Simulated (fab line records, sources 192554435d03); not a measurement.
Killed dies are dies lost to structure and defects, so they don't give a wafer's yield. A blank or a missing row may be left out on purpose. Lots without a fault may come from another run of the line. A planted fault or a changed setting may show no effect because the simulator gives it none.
Which tool did it? | flow n5_finfet | 10 lots, 29 wafers sampled, at 2 steps of a route of 1938

WHAT THE GAUGES READ, wafer by wafer
N5_PASSIVATION_OVL_MEAS_60.
lot  | measured     | on         | TV_OVL (nm)
L703 | day 12 03:23 | overlay-01 | 7 10 7
L704 | day 12 07:11 | overlay-01 | 1 4 0
L705 | day 12 08:14 | overlay-01 | 1 3 -1
L706 | day 12 14:09 | overlay-02 | 10 6 1
L707 | day 12 14:19 | overlay-01 | 10 8 15
L717 | day 15 07:26 | overlay-02 | -3 3
L718 | day 15 16:44 | overlay-01 | 2 -6 -8
L722 | day 16 21:23 | overlay-02 | 1 -11 2
L725 | day 17 21:41 | overlay-02 | 6 1 3
L726 | day 18 22:02 | overlay-02 | 10 4 6

WHICH TOOL RAN EACH LOT (tool, then ch and the chambers of the sampled wafers, then the start)
lot  | N5_BEOL_M15_DEGAS_41
L703 | pvd_sputter-03, day 11 18:49
L704 | pvd_sputter-03, day 11 22:32
L705 | pvd_sputter-01, day 12 00:16
L706 | pvd_sputter-02, day 12 04:52
L707 | pvd_sputter-03, day 12 06:02
L717 | pvd_sputter-01, day 14 22:01
L718 | pvd_sputter-01, day 15 08:43
L722 | pvd_sputter-03, day 16 12:55
L725 | pvd_sputter-03, day 17 12:19
L726 | pvd_sputter-03, day 17 15:24
- N5_BEOL_M15_DEGAS_41: time 60 s.

WHAT THE TOOLS THEMSELVES READ (means of the sampled wafers that have a number; where no wafer has one, the mark that the record gives instead)
N5_BEOL_M15_DEGAS_41.
lot  | tool           | heater_power_w (W) | susceptor_temp_C (C)
L703 | pvd_sputter-03 | 528                | 299.92
L704 | pvd_sputter-03 | 466                | 299.93
L705 | pvd_sputter-01 | 469                | 300.11
L706 | pvd_sputter-02 | 455                | 300.04
L707 | pvd_sputter-03 | 542                | 299.80
L717 | pvd_sputter-01 | 407                | 300.00
L718 | pvd_sputter-01 | 448                | 300.06
L722 | pvd_sputter-03 | 491                | 299.86
L725 | pvd_sputter-03 | 496                | 300.00
L726 | pvd_sputter-03 | 521                | 300.07

THE ANSWER, worked out from the rows above alone
Rule: what is usual is taken from the lots themselves. Put in order of their means at a reading, lots are off if they are a third of the lots or fewer, leave a main group of 4 or more, and stand apart from it by a gap of 3 or more times the standard deviation of the main group's means; of several such gaps the widest counts. A main group whose means are all the same, to the digits that the tables above print for the reading, isn't used. A lot without any number at a reading at which 4 lots or more have one is off too. The other lots that the step has rows for count as sound. The gauges are gone through in route order, then the tools' own readings, and for those a lot's mean is taken as printed above. The first step at which some lot is off is used, and at that step the reading that is off furthest; a lot without a number counts as furthest.
No lot is off at any reading shown: from this, nothing can be told.

WHAT THE SIMULATOR HAD PUT IN
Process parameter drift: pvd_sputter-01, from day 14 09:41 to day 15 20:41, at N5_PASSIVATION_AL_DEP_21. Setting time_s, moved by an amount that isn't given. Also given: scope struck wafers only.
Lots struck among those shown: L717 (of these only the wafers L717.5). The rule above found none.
